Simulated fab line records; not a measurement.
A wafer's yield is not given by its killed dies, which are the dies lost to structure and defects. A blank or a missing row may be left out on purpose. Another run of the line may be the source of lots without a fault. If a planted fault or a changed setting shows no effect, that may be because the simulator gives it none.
Tool commonality check    flow n5Finfet    10 lots and 30 wafers in the sample

THE REASON FOR OPENING IT
Flagged at N5_PMOS_HMC_CHANNEL_EPI_INSPECT_30: reading rawDefectCount, on 2 of 10 lots. Wafers without a fault read 20, standard deviation 6.2.
Rule: a lot is flagged in two cases, either no wafer of it has a number, or all its wafers with numbers fall more than 4 standard deviations from that mean. The other lots count as sound.

lot   measured     on                rawDefectCount, wafer by wafer  flag
L513  day 2 02:45  defectInspect-01  22 14 12                        
L515  day 2 14:34  defectInspect-02  23 15 26                        
L520  day 3 22:14  defectInspect-02  25 14 21                        
L523  day 4 15:26  defectInspect-01  20 15 27                        
L526  day 5 08:44  defectInspect-01  27 19 31                        
L528  day 5 20:13  defectInspect-01  17 35 23                        
L532  day 6 20:27  defectInspect-01  900 873 901                     FLAGGED
L533  day 7 03:10  defectInspect-02  901 928 882                     FLAGGED
L534  day 7 07:58  defectInspect-01  23 17 23                        
L535  day 7 13:55  defectInspect-01  17 23 29                        
Averaged over the flagged lots the numbers come to 898, +878 from the usual (+99 or more standard deviations).

WHICH TOOL RAN EACH LOT
Before the reading, the record contains 3 process steps out of a 1938-step route. Each cell gives the tool, then ch followed by the chambers the sampled wafers passed through, then the start.
lot   flag     N5_PMOS_HMC_CHANNEL_EPI_HM_DEP_34  N5_PMOS_HMC_CHANNEL_EPI_FIN_RECESS_16  N5_PMOS_HMC_CHANNEL_EPI_PRECLEAN_37
L513           pecvd-02 ch 0,1, day 1 22:46       rieSi-06 ch 0,1, day 2 00:04           wetBench-01 ch 0,2,3, day 2 02:19
L515           pecvd-01 ch 0,1,2, day 2 11:18     rieSi-01 ch 0,3, day 2 12:15           wetBench-01 ch 1,4,5, day 2 14:05
L520           pecvd-03 ch 0,1,2, day 3 17:23     rieSi-01 ch 1,2,3, day 3 18:41         wetBench-01 ch 0,6,7, day 3 20:31
L523           pecvd-02 ch 0,1,2, day 4 11:03     rieSi-04 ch 1,2,3, day 4 12:31         wetBench-05 ch 1,2,6, day 4 14:53
L526           pecvd-01 ch 0,1,2, day 5 05:05     rieSi-01 ch 1,2,3, day 5 06:02         wetBench-05 ch 0,5,6, day 5 08:18
L528           pecvd-02 ch 0,2, day 5 16:41       rieSi-06 ch 2,3, day 5 17:32           wetBench-05 ch 0,4,7, day 5 19:46
L532  FLAGGED  pecvd-03 ch 0,1,2, day 6 17:13     rieSi-06 ch 0,2,3, day 6 18:10         wetBench-01 ch 0,2,7, day 6 20:01
L533  FLAGGED  pecvd-02 ch 0,1, day 7 00:01       rieSi-04 ch 2,3, day 7 00:52           wetBench-01 ch 1,4,6, day 7 02:43
L534           pecvd-03 ch 1,2, day 7 04:29       rieSi-04 ch 0,1,2, day 7 05:34         wetBench-02 ch 1,4,7, day 7 07:25
L535           pecvd-03 ch 0,1, day 7 10:38       rieSi-06 ch 1,2,3, day 7 11:37         wetBench-02 ch 1,4,6, day 7 13:28
What these steps do:
- N5_PMOS_HMC_CHANNEL_EPI_HM_DEP_34: deposits SiO2 from TEOS/O2, target thk 36 nm, time 6.9 s.
- N5_PMOS_HMC_CHANNEL_EPI_FIN_RECESS_16: chemistry HBr/Cl2, target Si, target depth 54 nm, time 18 s.
- N5_PMOS_HMC_CHANNEL_EPI_PRECLEAN_37: cleans in O3/DIW, time 45 s.
- N5_PMOS_HMC_CHANNEL_EPI_INSPECT_30: inspects for defects (darkfield).

FLAGGED OVER TOTAL, TOOL BY TOOL (the gauges that took the reading come last)
step                                   tool              lots run  flagged  share of the flagged lots  sound lots run after its first flagged lot
N5_PMOS_HMC_CHANNEL_EPI_HM_DEP_34      pecvd-01          2         0        none                       -
N5_PMOS_HMC_CHANNEL_EPI_HM_DEP_34      pecvd-02          4         1        some                       0
N5_PMOS_HMC_CHANNEL_EPI_HM_DEP_34      pecvd-03          4         1        some                       2 (L534,L535)
N5_PMOS_HMC_CHANNEL_EPI_FIN_RECESS_16  rieSi-01          3         0        none                       -
N5_PMOS_HMC_CHANNEL_EPI_FIN_RECESS_16  rieSi-04          3         1        some                       1 (L534)
N5_PMOS_HMC_CHANNEL_EPI_FIN_RECESS_16  rieSi-06          4         1        some                       1 (L535)
N5_PMOS_HMC_CHANNEL_EPI_PRECLEAN_37    wetBench-01       5         2        all                        0
N5_PMOS_HMC_CHANNEL_EPI_PRECLEAN_37    wetBench-02       2         0        none                       -
N5_PMOS_HMC_CHANNEL_EPI_PRECLEAN_37    wetBench-05       3         0        none                       -
N5_PMOS_HMC_CHANNEL_EPI_INSPECT_30     defectInspect-01  7         1        some                       2 (L534,L535)
N5_PMOS_HMC_CHANNEL_EPI_INSPECT_30     defectInspect-02  3         1        some                       0

WHAT IS ALLOWED BY THE TABLE
All flagged lots share 1 row of the table, namely wetBench-01 at N5_PMOS_HMC_CHANNEL_EPI_PRECLEAN_37.
- wetBench-01 at N5_PMOS_HMC_CHANNEL_EPI_PRECLEAN_37: 2 of its 5 lots flagged. A fault beginning between L520 (day 3 20:31), its last sound lot, and L532 (day 6 20:01), its first flagged one, fits the data.
One tool is left: wetBench-01 at N5_PMOS_HMC_CHANNEL_EPI_PRECLEAN_37.

WHAT THE SIMULATOR HAD PUT IN
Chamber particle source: wetBench-01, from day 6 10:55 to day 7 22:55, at N5_PMOS_HMC_CHANNEL_EPI_PRECLEAN_37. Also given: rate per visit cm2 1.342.
Lots struck among those shown: L532, L533. Same finding as the rule above.
